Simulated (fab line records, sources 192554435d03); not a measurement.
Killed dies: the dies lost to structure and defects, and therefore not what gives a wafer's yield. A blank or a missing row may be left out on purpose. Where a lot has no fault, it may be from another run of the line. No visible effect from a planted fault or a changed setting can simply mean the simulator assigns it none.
Chamber matching ; flow n5Finfet ; N5_DUMMY_GATE_ETCH_42 on rieDiel-05 has 4 sister chambers
The step etches SiO2 in CHF3/O2, target depth 3.5 nm, time 31 s. 16 wafers are shown with their chamber, then 8 later ones without.

## EACH WAFER AND ITS CHAMBER
wafer;chamber;showerheadPlenumPTorr (Torr);throttleValvePct (%);drypumpMotorCurrentA (A)
L077.2;0;2.34;18.79;6.4
L077.3;1;2.47;18.49;5.4
L077.6;0;2.34;18.79;6.4
L078.1;3;2.47;18.94;5.5
L078.5;0;2.34;18.79;6.4
L078.6;3;2.47;18.92;5.5
L079.1;1;2.47;18.50;5.5
L079.4;2;2.44;18.22;5.7
L079.5;1;2.47;18.51;5.5
L084.2;1;2.46;18.52;5.4
L084.3;2;2.44;18.24;5.7
L084.5;0;2.34;18.80;6.4
L085.1;2;2.44;18.23;5.7
L085.4;1;2.46;18.52;5.4
L085.5;2;2.44;18.23;5.7
L087.1;1;2.46;18.51;5.4

SIGNATURES (averages over the wafers above)
reading;chamber 0;chamber 1;chamber 2;chamber 3;scatter within a chamber
showerheadPlenumPTorr;2.3400;2.4650;2.4400;2.4700;0.00354
throttleValvePct;18.7925;18.5083;18.2300;18.9300;0.00982
drypumpMotorCurrentA;6.400;5.433;5.700;5.500;0.0333
Rule: a wafer lies at a distance from a chamber equal to the root of the sum of squares, over the readings, of (its reading less the chamber's mean, divided by the reading's scatter). If the next closest chamber is less than 2 further off than the closest, the wafer can't be placed; otherwise it belongs to the closest. The scatter: the root of (the sum of the squares of (reading less its chamber's mean) over the shown wafers, divided by (wafers less chambers)).

## WAFERS MISSING THEIR CHAMBER
wafer;showerheadPlenumPTorr (Torr);throttleValvePct (%);drypumpMotorCurrentA (A)
L087.5;2.33;18.83;6.4
L087.6;2.46;18.67;5.5
L089.1;2.33;18.83;6.4
L089.3;2.43;18.24;5.7
L089.5;2.46;18.50;5.4
L097.3;2.45;18.54;5.4
L097.4;2.43;18.27;5.7
L097.5;2.45;18.55;5.4

## CHAMBER TAKEN BY EACH
wafer;from the rows above;in truth
L087.5;0;0
L087.6;1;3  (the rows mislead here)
L089.1;0;0
L089.3;2;2
L089.5;1;1
L097.3;1;1
L097.4;2;2
L097.5;1;1
7 of 8 placed correctly. Can't be placed from these rows: 0. Placed wrongly: 1.
